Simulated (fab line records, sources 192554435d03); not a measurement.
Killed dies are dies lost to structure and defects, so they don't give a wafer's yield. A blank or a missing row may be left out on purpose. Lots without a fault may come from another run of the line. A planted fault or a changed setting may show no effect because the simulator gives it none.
One fault seen from 3 desks | flow n5_finfet | each desk has only its own numbers; what lay behind them comes last

THE TOOL OWNER'S DESK: rie_si-04
The tool's own readings at N5_SDB_CUT_ETCH_26 (etches Si in HBr/Cl2/O2, target depth 129.6 nm, bt time 20 s, time 51.8 s): means of the sampled wafers that have a number, for each lot that ran on this tool. A lot is out of limits, marked OUT, if its mean lies more than 4 standard deviations from the usual mean; the brackets give that distance.
Columns: A = chamber_pressure_mTorr at N5_SDB_CUT_ETCH_26, usual 9.999 mTorr; B = drypump_motor_current_A at N5_SDB_CUT_ETCH_26, usual 5.6 A; C = oes_product_au at N5_SDB_CUT_ETCH_26, usual 1.002 a.u.; D = throttle_valve_pct at N5_SDB_CUT_ETCH_26, usual 37.3 %
lot  | first seen here | A      | B   | C     | D
L873 | day 5 21:19     | 9.996  | 6.0 | 0.978 | 37.2
L876 | day 6 11:10     | 10.000 | 5.4 | 1.007 | 37.2
L885 | day 8 19:44     | 10.014 | 5.1 | 1.003 | 37.4
L887 | day 9 08:38     | 9.993  | 5.9 | 0.996 | 37.0
This desk's finding: nothing out of limits on any of the 4 lots.

THE METROLOGY DESK
What the gauges read, lot by lot, whatever tool the lot ran on: means of the sampled wafers that have a number. A lot is out of limits, marked OUT, if its mean lies more than 4 standard deviations from the usual mean; the brackets give that distance. Of its 10 readings 7 are shown: those that lie furthest out on some lot.
Columns: A = DIBL_N at N5_BEOL_M4_RC_MEAS_101, usual 36.0 mV/V; B = IOFF_N at N5_BEOL_M4_RC_MEAS_101, usual 0.156 nA/um; C = ION_N at N5_BEOL_M4_RC_MEAS_101, usual 673 uA/um; D = ION_P at N5_BEOL_M4_RC_MEAS_101, usual 463 uA/um; E = SS_P at N5_BEOL_M4_RC_MEAS_101, usual 73.3 mV/dec; F = VT_N at N5_BEOL_M4_RC_MEAS_101, usual 250 mV; G = VT_P at N5_BEOL_M4_RC_MEAS_101, usual -250 mV
lot  | first seen here | A    | B     | C   | D   | E    | F   | G
L865 | day 7 21:32     | 34.0 | 0.132 | 665 | 463 | 73.0 | 253 | -251
L866 | day 8 05:31     | 34.7 | 0.124 | 658 | 458 | 72.9 | 255 | -251
L869 | day 8 13:30     | 35.7 | 0.154 | 670 | 466 | 73.0 | 251 | -247
L870 | day 8 22:27     | 36.0 | 0.141 | 664 | 461 | 73.2 | 252 | -250
L873 | day 9 16:02     | 36.3 | 0.161 | 674 | 463 | 73.8 | 250 | -249
L876 | day 10 20:08    | 35.9 | 0.158 | 676 | 468 | 73.4 | 250 | -250
L877 | day 10 22:46    | 34.9 | 0.164 | 682 | 474 | 73.0 | 247 | -246
L887 | day 13 10:40    | 35.7 | 0.146 | 677 | 462 | 72.8 | 251 | -254
L885 | day 13 12:47    | 38.0 | 0.196 | 684 | 463 | 74.0 | 247 | -251
This desk's finding: nothing out of limits on any of the 9 lots.

THE DEFECT DESK
What the inspections along the route counted, lot by lot: means of the sampled wafers that have a number. A lot is out of limits, marked OUT, if its mean lies more than 4 standard deviations from the usual mean; the brackets give that distance.
Columns: A = raw_defect_count at N5_SDB_INSPECT_13, usual 76
lot  | first seen here | A
L865 | day 3 21:28     | 122
L866 | day 4 04:04     | 84
L869 | day 4 21:53     | 101
L870 | day 5 03:40     | 99
L873 | day 5 20:38     | 48
L876 | day 6 10:32     | 63
L877 | day 7 00:26     | 63
L885 | day 8 18:46     | 69
L887 | day 9 08:00     | 36
This desk's finding: nothing out of limits on any of the 9 lots.

PUT TOGETHER
The tool owner's desk saw nothing out of limits.
The metrology desk saw nothing out of limits.
The defect desk saw nothing out of limits.

WHAT THE SIMULATOR HAD PUT IN
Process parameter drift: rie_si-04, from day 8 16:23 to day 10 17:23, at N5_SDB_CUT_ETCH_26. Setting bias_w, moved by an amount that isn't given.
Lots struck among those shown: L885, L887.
